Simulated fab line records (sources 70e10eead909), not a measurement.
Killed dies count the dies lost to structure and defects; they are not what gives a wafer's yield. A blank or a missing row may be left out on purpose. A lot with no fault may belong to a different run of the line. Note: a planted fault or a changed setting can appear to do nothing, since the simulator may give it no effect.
fab line records | flow nandHarc
[record] lots = 6 wafers = 18 lastDay = 23
route steps=1159 shown P_M0@264 P_M1@285 END@1159
lots that met no fault: taken from a fault-free run of the same line
startH: hours from the record's first day to the start of the lot's first wafer shown | waitH: hours elapsed since this lot's preceding step | " the same as in the row above | L1.1+2: one row covering several wafers at once | - no value, or no start was given | * or withheld: withheld | < > ~ a bound
route shown NAME@n: a module of which the file shows steps, and the number in the route of the first | usual: the fault-free wafers' mean and standard deviation | same: alike in all rows | chamber/n: place in a boat | sites: per-site readings | _std_site: the values' standard deviation | _edge_site: outer sites' mean less inner sites' | radiusMm: how far each site lies from the wafer's centre | mask NAME#n: copy n | behind: the most recent tool/chamber to have shaped the wafer | hold: reason for holding the lot/hours on hold/outcome of the hold | device: the n, p or np transistor that did not switch | end of line: tests run on the same wafers once the route is complete | step lacking rows: just its recipe | killed: not the wafer's yield, but the dies lost to structure and defects at the first sort | map: dies across one wafer; x = killed, . = not, _ = none there
set.NAME: the setting the step ran with; set.NAME@STEP: the setting that earlier step ran with | model.NAME: the simulator's own value behind a step, which no gauge read
lots at some steps of the route; a table a step, a row a wafer
services: when a tool's chamber went out of use (startH, in hours from the record's first day, below 0 if earlier), for how many hours, and the reason
[[steps]]
[step NHARC_P_M0_OVL_MEAS_10]
[recipe] pitchNm = 180
[usual] overlayXNm = -0.1/0.72 overlayYNm = -0.3/0.87
// columns lot.wafer tool chamber startH waitH overlayXNm overlayYNm
L201.2 overlay-01 - 131.74 - -1.0 -1.3
L201.3 " - " " -1.2 -1.0
L201.6 " - " " -1.4 -1.6
L204.1 overlay-02 - 153.45 - 0.9 -1.2
L204.5 " - " " 0.5 -1.4
L204.6 " - " " 0.8 -1.7
L209.4 overlay-01 - 188.61 - -0.7 0.4
L209.5 " - " " 0.0 1.0
L209.6 " - " " -0.4 0.6
L210.2 overlay-01 - 190.14 - 0.3 -1.8
L210.4 " - " " 0.2 -2.5
L210.5 " - " " -0.2 -2.1
L212.3 overlay-01 - 199.13 - -0.3 -0.4
L212.5 " - " " 0.3 -0.5
L212.6 " - " " 0.2 -0.6
L221.1 overlay-01 - 247.09 - 0.0 -1.6
L221.3 " - " " 0.6 -0.8
L221.6 " - " " 0.2 -1.3
[step NHARC_P_M0_INSPECT_11]
[usual] rawDefectCount = 3.5/2
// columns lot.wafer tool chamber startH waitH rawDefectCount
L201.2 defectInspect-02 - 131.77 0.0 3
L201.3 " - " " 2
L201.6 " - " " 3
L204.1 defectInspect-01 - 153.49 0.0 5
L204.5 " - " " 4
L204.6 " - " " 3
L209.4 defectInspect-01 - 188.64 0.0 0
L209.5 " - " " 5
L209.6 " - " " 4
L210.2 defectInspect-02 - 190.18 0.0 0
L210.4 " - " " 3
L210.5 " - " " 0
L212.3 defectInspect-01 - 199.16 0.0 4
L212.5 " - " " 7
L212.6 " - " " 2
L221.1 defectInspect-01 - 247.12 0.0 5
L221.3 " - " " 3
L221.6 " - " " 5
[step NHARC_P_M0_DESCUM_14]
[recipe] timeS = 3 o2FlowSccm = 200 arFlowSccm = 0 biasPowerW = 0 chemistry = O2
[step NHARC_P_M0_ETCH_34]
[recipe] targetDepthA = 400 overetchA = 120 timeS = 43.94 ionEnergyEv = 200 n2FlowSccm = 150 h2FlowSccm = 150 arFlowSccm = 0 rfW = 400 biasW = 150 chemistry = N2/H2
[step NHARC_P_M0_ETCH_15]
[recipe] targetDepthA = 1500 overetchA = 150 timeS = 82.5 c4f8FlowSccm = withheld arFlowSccm = 400 rfW = 600 biasW = 300 chemistry = C4F8/Ar
[step NHARC_P_M0_CD_MEAS_16]
[usual] cdNm = 90.0/1.2
// columns lot.wafer tool chamber startH waitH cdNm
L201.2 cdSem-02 - 132.64 - 87.3
L201.3 " - " " 88.0
L201.6 " - " " 87.3
L204.1 cdSem-03 - 153.85 - 89.9
L204.5 " - " " 89.6
L204.6 " - " " 89.9
L209.4 cdSem-02 - 189.01 - 89.9
L209.5 " - " " 88.2
L209.6 " - " " 90.7
L210.2 cdSem-02 - 190.54 - 89.0
L210.4 " - " " 89.0
L210.5 " - " " 89.4
L212.3 cdSem-03 - 199.53 - 90.0
L212.5 " - " " 90.3
L212.6 " - " " 90.3
L221.1 cdSem-02 - 247.48 - 91.5
L221.3 " - " " 89.7
L221.6 " - " " 91.4
[step NHARC_P_M0_STRIP_18]
[recipe] powerW = 1000 n2FlowSccm = 150 h2FlowSccm = 150 arFlowSccm = 0 biasW = 0 chemistry = N2/H2
[step NHARC_P_M0_STRIP_19]
[recipe] timeS = 600 tempC = 30 chemistry = postEtchResidueRemover
[step NHARC_P_M0_DEGAS_28]
[recipe] tempC = 250 timeS = 60
[step NHARC_P_M0_PRE_CLEAN_29]
[recipe] timeS = 30 tempC = 280 gas = H2/He
[step NHARC_P_M0_PVD_20]
[recipe] targetThkA = 50 biasV = 168.6 powerW = 15000 chamberPressurePa = 0.12 timeS = 8.06 substrateTempC = 50 material = TaN
[step NHARC_P_M0_PVD_21]
[recipe] targetThkA = 300 chamberPressurePa = 5 powerW = 5000 substrateTempC = 30 timeS = 20.49 material = Cu
[usual] throttleValvePct = 29.6/0.86
// columns lot.wafer tool chamber startH waitH throttleValvePct
L201.3 pvdSputter-01 - - - 30.0
L201.2 " - " " 28.5
L201.6 " - " " 28.6
L204.1 pvdSputter-01 - - - 30.2
L204.5 " - " " 29.9
L204.6 " - " " 30.1
L209.4 pvdSputter-02 - - - 29.9
L209.6 " - " " 29.8
L209.5 " - " " 30.1
L210.4 pvdSputter-03 - - - 29.9
L210.2 " - " " 30.5
L210.5 " - " " 29.4
L212.3 pvdSputter-02 - - - 31.0
L212.6 " - " " 30.9
L212.5 " - " " 27.6
L221.1 pvdSputter-03 - - - 29.8
L221.3 " - " " 30.3
L221.6 " - " " 29.5
[step NHARC_P_M0_ECD_22]
[recipe] targetThkA = 4000 bathTempC = 25 material = Cu
[usual] bathTempC = 25.00/0.11
// columns lot.wafer tool chamber startH waitH bathTempC
L201.2 ecdCu-02 1 133.62 - 24.95
L201.3 " 0 " " 25.13
L201.6 " 0 " " 25.23
L204.1 ecdCu-02 1 154.83 - 24.91
L204.6 " 1 " " 25.10
L204.5 " 0 " " 24.92
L209.4 ecdCu-02 0 190.13 - 25.02
L209.6 " 1 " " 24.95
L209.5 " 0 " " 24.83
L210.2 ecdCu-02 0 191.52 - 25.15
L210.4 " 0 " " 25.04
L210.5 " 1 " " 24.86
L212.3 ecdCu-01 1 200.66 - 25.07
L212.6 " 0 " " 24.95
L212.5 " 1 " " 24.85
L221.1 ecdCu-01 1 248.52 - 24.96
L221.3 " 1 " " 24.80
L221.6 " 0 " " 24.84
[step NHARC_P_M0_ANNEAL_30]
[recipe] tempC = 225 timeS = 90
[step NHARC_P_M0_CMP_23]
[recipe] tOverpolishS = 20 targetThkNm = 117.53
[step NHARC_P_M0_THK_MEAS_24]
[recipe] thkMeasGauge = xrf
[usual] thkNm = 117.2/1.7
// columns lot.wafer tool chamber startH waitH thkNm
L201.2 filmMetro-02 - 134.99 - 117.3
L201.3 " - " " 116.1
L201.6 " - " " 116.1
L204.1 filmMetro-01 - 155.87 - 118.3
L204.5 " - " " 118.1
L204.6 " - " " 116.4
L209.4 filmMetro-02 - 191.02 - 115.3
L209.5 " - " " 116.4
L209.6 " - " " 113.0
L210.2 filmMetro-02 - 192.61 - 115.0
L210.4 " - " " 117.1
L210.5 " - " " 116.7
L212.3 filmMetro-02 - 201.54 - 120.0
L212.5 " - " " 119.0
L212.6 " - " " 118.6
L221.1 filmMetro-02 - 249.51 - 118.2
L221.3 " - " " 116.9
L221.6 " - " " 118.8
[step NHARC_P_M0_SRD_25]
[step NHARC_P_M0_PRE_CLEAN_31]
[recipe] timeS = 12 tempC = 370 rfPowerW = 300 gas = NH3
[step NHARC_P_M0_DEP_32]
[recipe] targetThkA = 300 tempC = 370 targetThkNm = 30 pressureTorr = 3 flowSccm = 200 rfW = 450 material = SiCN
[usual] heaterPowerW = 623/47
// columns lot.wafer tool chamber startH waitH heaterPowerW sinceWetCleanH
L201.3 pecvd-03 0 135.33 0.1 664 11
L201.2 " 1 " " 638 11
L201.6 " 1 " " 603 -
L204.1 pecvd-03 0 156.22 0.1 609 32
L204.6 " 2 " " 647 -
L204.5 " 0 " " 611 -
L209.4 pecvd-04 2 191.45 0.2 529 -
L209.5 " 0 " " 659 -
L209.6 " 1 " " 704 -
L210.2 pecvd-02 0 192.96 0.1 573 27
L210.4 " 2 " " 631 -
L210.5 " 0 " " 577 -
L212.3 pecvd-03 1 201.91 0.1 608 78
L212.6 " 0 " " 601 -
L212.5 " 2 " " 541 -
L221.1 pecvd-03 1 249.85 0.1 587 126
L221.3 " 2 " " 601 126
L221.6 " 2 " " 614 -
[step NHARC_P_M1_DEP_00]
[recipe] targetThkA = 1825 targetThkNm = 182.5 tempC = withheld pressureTorr = 5 flowSccm = 200 rfW = 600 material = SiOC
[step NHARC_P_M1_DEHYDRATE_01]
[recipe] tempC = 150 timeS = 120
[step NHARC_P_M1_HMDS_02]
[recipe] timeS = 30
[step NHARC_P_M1_COAT_34]
[recipe] tempC = 200 timeS = 65
[step NHARC_P_M1_COAT_03]
[recipe] spinRpm = 1500 resistThkNm = 90
[step NHARC_P_M1_SOFTBAKE_04]
[recipe] tempC = 105 timeS = 55
[step NHARC_P_M1_EBR_05]
[step NHARC_P_M1_EXPOSE_06]
[recipe] na = 1.35 targetCdNm = 130 doseMj = 81.88 maskId = P_M1
[step NHARC_P_M1_PEB_07]
[recipe] pebTempC = 100 pebTimeS = 65
[step NHARC_P_M1_DEVELOP_08]
[recipe] developTimeS = 35 devTempC = 23
[step NHARC_P_M1_CD_MEAS_09]
[recipe] targetCdNm = 130 landingEnergyEv = 500
[usual] cdNm = 130.0/0.66
// columns lot.wafer tool chamber startH waitH cdNm
L201.2 cdSem-03 0 136.40 - 130.6
L201.3 " 0 " " 129.9
L201.6 " 0 " " 129.1
L204.1 cdSem-01 0 157.27 - 129.1
L204.5 " 0 " " 130.1
L204.6 " 0 " " 128.8
L209.4 cdSem-03 0 192.57 - 129.3
L209.5 " 0 " " 129.0
L209.6 " 0 " " 129.1
L210.2 cdSem-03 0 194.17 - 130.2
L210.4 " 0 " " 129.5
L210.5 " 0 " " 130.1
L212.3 cdSem-01 0 202.97 - 130.1
L212.5 " 0 " " 129.0
L212.6 " 0 " " 130.6
L221.1 cdSem-03 0 251.04 - 130.1
L221.3 " 0 " " 130.2
L221.6 " 0 " " 130.3
[step NHARC_P_M1_OVL_MEAS_10]
[recipe] pitchNm = 260
[usual] overlayXNm = 0.0/0.82 overlayYNm = -0.4/0.87
// columns lot.wafer tool chamber startH waitH overlayXNm overlayYNm
L201.2 overlay-01 - 136.48 - -1.4 0.0
L201.3 " - " " -2.1 0.3
L201.6 " - " " -1.6 -0.2
L204.1 overlay-02 - 157.36 - 0.2 -0.8
L204.5 " - " " 0.0 -0.9
L204.6 " - " " 0.8 -1.5
L209.4 overlay-02 - 192.66 - 0.6 0.4
L209.5 " - " " 0.5 0.6
L209.6 " - " " 0.7 0.9
L210.2 overlay-01 - 194.25 - -0.8 -0.3
L210.4 " - " " -0.4 -0.8
L210.5 " - " " -0.7 -1.0
L212.3 overlay-02 - 203.05 - 1.5 0.5
L212.5 " - " " 1.2 0.4
L212.6 " - " " 1.0 -0.1
L221.1 overlay-02 - 251.13 - 0.2 -0.4
L221.3 " - " " 0.6 -0.2
L221.6 " - " " 0.1 0.4
[step NHARC_P_M1_DESCUM_14]
[recipe] timeS = 3 o2FlowSccm = 200 arFlowSccm = 0 biasPowerW = 0 chemistry = O2
[step NHARC_P_M1_ETCH_35]
[recipe] targetDepthA = 400 overetchA = 120 timeS = 43.94 ionEnergyEv = 200 n2FlowSccm = 150 h2FlowSccm = 150 arFlowSccm = 0 rfW = 400 biasW = 150 chemistry = N2/H2
[usual] biasW = 150.0/0.45 chamberPressureMTorr = 29.998/0.028 drypumpMotorCurrentA = 5.8/0.49 oesProductAu = 1.001/0.012 rfVppV = 431.9/2.1 showerheadPlenumPTorr = 2.09/0.075 throttleValvePct = 14.170/0.0091
// columns lot.wafer tool chamber startH waitH biasW chamberPressureMTorr drypumpMotorCurrentA oesProductAu rfHoursCounterH rfVppV showerheadPlenumPTorr throttleValvePct
L201.2 rieDiel-05 2 136.68 0.1 150.0 30.042 5.5 0.989 9 432.7 2.13 14.166
L201.3 " 3 " " 151.0 29.957 6.2 1.013 10 434.5 2.17 14.174
L201.6 " 1 " " 150.6 30.049 5.3 0.996 - 429.7 2.04 14.164
L204.1 rieDiel-05 2 157.56 0.1 148.9 30.030 5.5 0.995 11 432.6 2.13 14.154
L204.6 " 0 " " 149.5 29.993 5.7 0.991 - 435.9 2.21 14.164
L204.5 " 1 " " 150.5 30.037 5.3 1.008 - 430.4 2.04 14.171
L209.4 rieDiel-02 3 192.85 0.1 149.7 29.992 6.3 1.022 1 434.3 2.15 14.186
L209.6 " 1 " " 149.8 29.953 5.6 0.997 - 432.9 2.08 14.174
L209.5 " 2 " " 149.9 30.037 6.4 1.031 - 430.4 2.07 14.172
L210.2 rieDiel-09 2 194.43 0.1 150.3 29.993 6.0 0.993 8 432.4 2.07 14.161
L210.4 " 0 " " 150.8 29.983 5.6 1.010 8 432.5 2.13 14.176
L210.5 " 3 " " 149.7 30.030 5.5 1.001 - 433.0 2.16 14.172
L212.3 rieDiel-09 2 203.24 0.1 150.6 30.008 6.1 0.997 8 431.6 2.07 14.180
L212.5 " 1 " " 150.1 29.990 5.6 0.983 - 430.7 2.04 14.185
L212.6 " 2 " " 149.9 29.964 6.1 1.000 - 431.8 2.07 14.170
L221.3 rieDiel-05 2 251.33 0.1 150.0 30.011 5.5 0.973 7 434.0 2.13 14.163
L221.1 " 3 " " 149.6 29.995 6.2 1.016 6 434.2 2.16 14.173
L221.6 " 0 " " 149.8 30.010 5.6 0.994 - 435.9 2.21 14.181
[step NHARC_P_M1_ETCH_15]
[recipe] targetDepthA = 1825 timeS = 91.2 c4f8FlowSccm = withheld arFlowSccm = 400 rfW = 600 biasW = 300 chemistry = C4F8/Ar
[step NHARC_P_M1_CD_MEAS_16]
[usual] cdNm = 129.8/0.93
// columns lot.wafer tool chamber startH waitH cdNm
L201.2 cdSem-01 - 136.89 - 130.6
L201.3 " - " " 130.1
L201.6 " - " " 129.9
L204.1 cdSem-02 - 157.77 - 128.7
L204.5 " - " " 130.1
L204.6 " - " " 127.8
L209.4 cdSem-03 - 193.07 - 129.8
L209.5 " - " " 129.7
L209.6 " - " " 128.8
L210.2 cdSem-01 - 194.66 - 130.6
L210.4 " - " " 129.8
L210.5 " - " " 129.1
L212.3 cdSem-02 - 203.46 - 130.2
L212.5 " - " " 128.9
L212.6 " - " " 129.4
L221.1 cdSem-01 - 251.53 - 129.3
L221.3 " - " " 130.3
L221.6 " - " " 130.5
[step NHARC_P_M1_STRIP_18]
[recipe] powerW = 1000 n2FlowSccm = 150 h2FlowSccm = 150 arFlowSccm = 0 biasW = 0 chemistry = N2/H2
[step NHARC_P_M1_ETCH_28]
[recipe] targetDepthA = 300 overEtchFrac = 0.3 timeS = 72.99 ionEnergyEv = 150 cf4FlowSccm = 50 n2FlowSccm = 100 arFlowSccm = 150 rfW = 300 biasW = 100 chemistry = CF4/N2
[usual] biasW = 99.93/0.3 chamberPressureMTorr = 30.00/0.03 drypumpMotorCurrentA = 5.7/0.39 oesProductAu = 0.997/0.012 rfVppV = 315.4/1.6 showerheadPlenumPTorr = 2.70/0.081 throttleValvePct = 19.794/0.0084
// columns lot.wafer tool chamber startH waitH biasW chamberPressureMTorr drypumpMotorCurrentA oesProductAu rfHoursCounterH rfVppV showerheadPlenumPTorr throttleValvePct
L201.3 rieDiel-09 3 - - 99.64 30.00 5.5 0.993 4 316.7 2.77 19.798
L201.2 " 0 " " 100.45 30.04 5.6 0.983 4 314.0 2.73 19.798
L201.6 " 3 " " 99.93 29.99 5.5 0.990 - 318.7 2.77 19.791
L204.1 rieDiel-09 2 - - 100.12 30.03 6.1 1.000 6 315.8 2.66 19.803
L204.5 " 3 " " 99.33 30.05 5.5 0.991 - 314.6 2.77 19.789
L204.6 " 0 " " 100.18 30.02 5.6 0.985 - 316.8 2.73 19.787
L209.4 rieDiel-05 1 - - 99.73 30.03 5.3 1.021 1 313.9 2.63 19.790
L209.6 " 2 " " 99.75 30.01 5.5 0.976 - 315.7 2.73 19.789
L209.5 " 3 " " 100.47 30.01 6.2 1.026 - 316.6 2.77 19.808
L210.2 rieDiel-02 1 - - 100.06 29.97 5.6 0.999 1 314.5 2.67 19.799
L210.4 " 3 " " 100.00 30.02 6.3 1.012 1 316.5 2.76 19.793
L210.5 " 1 " " 100.35 30.06 5.6 0.993 - 314.9 2.67 19.796
L212.3 rieDiel-05 2 - - 99.87 30.02 5.5 0.998 2 316.7 2.73 19.809
L212.6 " 2 " " 99.97 29.98 5.5 0.998 - 315.7 2.73 19.796
L212.5 " 3 " " 100.04 29.95 6.2 1.020 - 316.2 2.77 19.797
L221.1 rieDiel-09 1 - - 99.86 30.00 5.6 0.990 12 314.9 2.62 19.781
L221.3 " 3 " " 99.68 30.01 5.5 0.995 10 316.5 2.77 19.787
L221.6 " 0 " " 99.25 29.98 5.6 1.000 - 313.9 2.73 19.796
[step NHARC_P_M1_STRIP_19]
[recipe] timeS = 600 tempC = 30 chemistry = postEtchResidueRemover
[step NHARC_P_M1_DEGAS_29]
[recipe] tempC = 250 timeS = 60
[usual] heaterPowerW = 342/23
// columns lot.wafer tool chamber startH waitH heaterPowerW
L201.2 pvdSputter-03 - 137.61 - 346
L201.3 " - " " 351
L201.6 " - " " 305
L204.1 pvdSputter-02 - 158.50 - 300
L204.5 " - " " 302
L204.6 " - " " 343
L209.4 pvdSputter-02 - 193.79 - 302
L209.5 " - " " 346
L209.6 " - " " 357
L210.4 pvdSputter-01 - 195.37 - 335
L210.2 " - " " 355
L210.5 " - " " 367
L212.3 pvdSputter-03 - 204.17 - 309
L212.6 " - " " 307
L212.5 " - " " 349
L221.1 pvdSputter-02 - 252.24 - 317
L221.3 " - " " 338
L221.6 " - " " 316
[step NHARC_END_SORT_01]
[recipe] tempC = 25
[usual] defectLimitedYield = 95.4/1.5 killedAtArray = 27/9.9 killedAtOther = 0.5/0.76 killedAtPeriphery = 3.4/2.2 killedDies = 31/10 killedOpen = 3.3/2 killedShort = 2.0/1.5 sort_bin_2_pct = 1.5/0.64 sort_bin_3_pct = 0.21/0.2 sort_bin_4_pct = 2.9/0.97 sortNPass = 646/10 sortRimYieldPct = 96.9/2 sortYieldPct = 95.4/1.5
[same] grossDies = 677 sort_bin_5_pct[%] = 0 sort_bin_6_pct[%] = 0 sort_bin_7_pct[%] = 0 sort_bin_8_pct[%] = 0 sortRimNGross = 106.00
// columns lot.wafer tool chamber startH waitH defectLimitedYield[%] killedAtArray killedAtOther killedAtPeriphery killedDies killedOpen killedShort sort_bin_2_pct[%] sort_bin_3_pct[%] sort_bin_4_pct[%] sortNPass sortRimYieldPct[%] sortYieldPct[%]
L201.2 prober-02 0 462.50 2.8 96.6 22 0 1 23 1 0 1.8 0.15 1.5 654 99.1 96.6
L201.3 prober-02 0 463.28 3.1 95.6 29 0 1 30 1 2 0.9 0.30 3.2 647 92.5 95.6
L201.6 prober-02 0 465.65 3.9 96.2 21 1 4 26 5 2 1.2 0.30 2.4 651 99.1 96.2
L209.4 prober-02 0 512.07 3.4 67.1 24 0 199 223 2 0 10.9 2.07 19.9 454 69.8 67.1
L209.5 prober-02 0 512.89 3.7 67.8 30 1 187 218 1 3 10.0 1.77 20.4 459 67.0 67.8
L210.2 prober-01 0 518.31 2.8 67.7 10 0 209 219 1 2 9.0 1.77 21.6 458 73.6 67.7
L210.4 prober-01 0 519.91 3.4 65.9 8 1 222 231 4 0 12.0 1.18 21.0 446 67.0 65.9
L210.5 prober-01 0 520.72 3.7 96.5 22 0 2 24 6 4 0.9 0.15 2.5 653 100.0 96.5
// killed by level:class
L201.2 A_CHANNEL_HOLE_D1:chamberFilmFlake=13 A_CONTACT:chamberFilmFlake=4 A_WL_FILL:chamberFilmFlake=3 A_STAIRCASE:chamberFilmFlake=2 P_GATE:geometricParticle:open=1
L201.3 A_CHANNEL_HOLE_D1:chamberFilmFlake=11 A_BLC:chamberFilmFlake=7 A_CONTACT:chamberFilmFlake=4 A_STAIRCASE:chamberFilmFlake=3 A_ONON_D1:geometricParticle:short=1 A_WL_FILL:geometricParticle:short=1 A_BLC:geometricParticle:open=1 P_GATE:chamberFilmFlake=1
L201.6 A_CHANNEL_HOLE_D1:chamberFilmFlake=9 A_STAIRCASE:chamberFilmFlake=5 A_CONTACT:chamberFilmFlake=3 A_CONTACT:geometricParticle:open=2 P_CONTACT:geometricParticle:open=1 P_M0:geometricParticle:open=1 P_M0:geometricParticle:short=1 A_WL_FILL:geometricParticle:open=1
L209.4 P_M0:unspecified=198 A_CHANNEL_HOLE_D1:chamberFilmFlake=12 A_STAIRCASE:chamberFilmFlake=10 P_M0:geometricParticle:open=1 A_SGD_CUT:geometricParticle:open=1 A_SLIT:chamberFilmFlake=1
L209.5 P_M0:unspecified=181 A_CHANNEL_HOLE_D1:chamberFilmFlake=15 A_STAIRCASE:chamberFilmFlake=10 P_GATE:chamberFilmFlake=3 A_SLIT:chamberFilmFlake=2 P_CONTACT:geometricParticle:open=1 P_M0:geometricParticle:short=1 A_ONON_D1:geometricParticle:short=1
L210.2 P_M0:unspecified=209 A_CHANNEL_FILL_D1:geometricParticle:short=2 A_CONTACT:chamberFilmFlake=2 A_CONTACT:geometricParticle:open=1 A_SLIT:chamberFilmFlake=1 A_CHANNEL_HOLE_D1:chamberFilmFlake=1 A_CHANNEL_FILL_D1:chamberFilmFlake=1 A_STAIRCASE:chamberFilmFlake=1
L210.4 P_M0:unspecified=221 A_M0:geometricParticle:open=2 A_CHANNEL_HOLE_D1:chamberFilmFlake=2 P_CONTACT:geometricParticle:open=1 A_WL_FILL:geometricParticle:open=1 A_ZERO_WELL:chamberFilmFlake=1 A_SLIT:chamberFilmFlake=1 A_CONTACT:chamberFilmFlake=1
L210.5 A_CHANNEL_HOLE_D1:chamberFilmFlake=7 A_CHANNEL_FILL_D1:chamberFilmFlake=4 A_SOURCE_PLATE:geometricParticle:open=2 A_CHANNEL_FILL_D1:geometricParticle:short=2 A_CHANNEL_FILL_D1:geometricParticle:open=2 A_STAIRCASE:chamberFilmFlake=2 P_STI:geometricParticle:open=1 A_ONON_D1:geometricParticle:short=1
// map L209.4 (x killed, . not)
____________x____________
_________xxx.x.._________
_______.x..xx..x.._______
______.xx...x......______
_____xxx..x..xx....x_____
____..x.xxxxxx.xx....____
____x..xx..x.....xx.x____
___x..xxxx....x....x..___
___x...xxx.x........x.___
__xxx.xx.xxxx.....x.x..__
__.xx...x...x..x.....xx__
_...x.xxxxx....x.....xx._
_.xx..x......x.x.x.....x_
_...x....x.....xx..x..x._
_.........x.......x.xx.._
_..x.xx................x_
.x.xx.x..x..x.x.x....x.x.
..x.x...x.....x....x...xx
........x.x.x.x..xxx.x.x.
.x.x.x..x.x....x...x.....
xxxxx..xx..xx....x..xxx..
_...x...x.....xx..xx..x._
_..........xxx..x.....x._
_xx.......x.x..xx....xx._
_x.....xx.xxx.x...x....._
_..xx.....x....x...xxx.._
__....x...x..x..x.x....__
__x..x..x.x..xx....x.x.__
___....xxxx...x.....x.___
___..x...x...x...x.xx.___
____..x..x.....x.xx..____
____.x..x.x.....x..x.____
_____x.x..x......x.x_____
______x...x.....x..______
_______..x...x...._______
_________.x....._________
____________.____________
// map L210.4 (x killed, . not)
____________.____________
_________......x_________
_______.x.x..x..x._______
______.....x....xxx______
_____.xxx.....xx.x.._____
____.x....x..x....x..____
____.........x....x..____
___xxxx..x......x.x...___
___.xx.x..x...xx...xx.___
__xx..x...x..xx..x..x..__
__xx.x.x...x..x.....x.x__
_...x.xx.x.xx......x.x.._
_x..x..x.xx...x..x.....x_
_x.x..x....x.x...x.x..xx_
_x.....xxx.xx..x.x.x.x.._
_...x....xx.x.....x...xx_
....xx.x.x...x.....xx.x..
..x....x........xx..xxxx.
..xxx..x...x.xx.x..xx....
.xxx...x..x....x.x....x.x
x........xxxx.....xx...xx
_...xx...x.....x...x...x_
_.x.....x....x...x...x.._
_x..xx..x.x.....x.xx..xx_
_...x..xxxxx..xxxx..x..._
_...x..xxxx.xx.x....xx.x_
__....x.x......x..x....__
__..x.x.x..x.x..x..x..x__
___..........xx....x..___
___......x...xx..x.xx.___
____....x.xxx....x.x.____
____.....xxx.x...xx..____
_____.x.x..x...xx..x_____
______.x..xx.....xx______
_______x....x...xx_______
_________...x..x_________
____________.____________
[[services]]
// columns tool chamber startH hours kind
rieDiel-09 0 110.60 - clean
rieDiel-09 1 110.60 - clean
rieDiel-09 2 110.60 - clean
rieDiel-09 3 110.60 - clean
pecvd-03 - 111.34 13.0 pm
pvdSputter-03 - 117.59 1.5 repair
rieDiel-05 0 118.18 - clean
rieDiel-05 1 118.18 - clean
rieDiel-02 3 144.63 8.4 repair
rieDiel-02 - 150.70 9.0 pm
pecvd-02 - 153.06 13.0 pm
pvdSputter-03 - 155.92 2.0 repair
pvdSputter-01 - 158.17 10.0 pm
rieDiel-09 - 163.03 0.7 repair
rieDiel-05 - 163.60 9.0 pm
pecvd-03 0 164.67 20.3 repair
ecdCu-02 - 170.29 2.8 repair
rieDiel-09 2 179.54 1.7 repair
ecdCu-02 - 180.42 8.0 pm
pecvd-04 - 195.32 13.0 pm
pvdSputter-02 - 214.07 10.0 pm
pvdSputter-03 - 215.16 12.0 repair
ecdCu-01 - 229.39 0.3 repair
pecvd-02 - 232.78 1.1 repair
[[key]]
[firstSign] step = NHARC_END_SORT_01 reading = killedAtPeriphery direction = up sigmas = 90 usual = 3.4 struck = 204.2
[effect] step = NHARC_END_SORT_01 reading = killedDies direction = up sigmas = 19 usual = 31 struck = 223
[moreKillsBornAt] NHARC_P_M0_ECD_22@ecdCu-02 = 809
metAt NHARC_P_M0_ECD_22
struckWafers L209.4,L209.5,L210.2,L210.4
onsetBetween 154.83 190.13
[fault] kind = chamberParticleSource tool = ecdCu-02 chamber = 0 onsetH = 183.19 steps = NHARC_P_M0_ECD_22 ratePerVisitCm2 = 0.39583 endH = 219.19
